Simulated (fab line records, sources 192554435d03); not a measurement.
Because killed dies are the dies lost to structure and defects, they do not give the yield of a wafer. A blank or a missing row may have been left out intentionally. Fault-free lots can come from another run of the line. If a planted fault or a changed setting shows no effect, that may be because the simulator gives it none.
What tool caused it? | flow n5 finfet | 12 lots, 36 wafers sampled, at 2 steps of a route of 1938

== WHAT THE GAUGES SHOWED, per wafer ==
N5_BEOL_M2_OCD_MEAS_38.
lot  | measured     | on     | trench depth nm (nm)
L075 | day 7 12:55  | ocd-02 | 56.5 54.7 57.1
L077 | day 7 23:56  | ocd-02 | 54.2 52.4 55.9
L080 | day 8 12:39  | ocd-01 | 55.1 55.2 55.2
L081 | day 9 02:47  | ocd-02 | 53.5 52.7 54.5
L083 | day 9 07:07  | ocd-01 | 54.9 54.3 56.3
L085 | day 10 02:32 | ocd-02 | 55.3 53.4 53.0
L087 | day 10 13:02 | ocd-01 | 57.2 57.2 57.1
L088 | day 11 00:16 | ocd-02 | 53.7 53.7 54.1
L091 | day 11 09:10 | ocd-01 | 55.0 55.5 56.4
L093 | day 11 12:52 | ocd-01 | 55.2 57.8 56.1
L094 | day 12 12:39 | ocd-02 | 54.7 55.1 54.6
L097 | day 12 19:11 | ocd-02 | 55.1 54.8 53.5

== WHAT TOOL EACH LOT RAN ON (gives the tool, then ch and the chambers of the sampled wafers, and finally the start) ==
lot  | N5_BEOL_M2_HM_OPEN_17
L075 | rie metal-03 ch 0, day 7 03:10
L077 | rie metal-02 ch 0,1, day 7 17:22
L080 | rie metal-01 ch 0,1, day 8 01:13
L081 | rie metal-03 ch 0,1, day 8 13:34
L083 | rie metal-02 ch 1, day 9 03:32
L085 | rie metal-03 ch 1, day 9 20:34
L087 | rie metal-01 ch 0,1, day 9 23:28
L088 | rie metal-01 ch 0,1, day 10 07:47
L091 | rie metal-03 ch 0,1, day 11 02:43
L093 | rie metal-03 ch 0,1, day 11 11:05
L094 | rie metal-03 ch 0,1, day 12 04:39
L097 | rie metal-03 ch 1, day 12 16:32
- N5_BEOL_M2_HM_OPEN_17: chemistry Cl2/BCl3, target TiN, target depth 20 nm, overetch 6 nm.

== THE ANSWER, worked out from the rows above alone ==
Rule: usual is defined by the lots themselves. The widest of any qualifying gaps counts: lots, ordered by their means at a reading, are off when they make up no more than a third of the lots, leave a main group of 4 or more, and stand apart from it by 3 or more times the standard deviation of that group's means. A main group whose means are all the same, to the digits that the tables above print for the reading, isn't used. A lot without any number at a reading at which 4 lots or more have one is off too. All remaining lots with rows at the step are treated as sound.
Across all readings shown, no lot is off: no conclusion can be drawn from this.

== WHAT HAD BEEN PUT IN BY THE SIMULATOR ==
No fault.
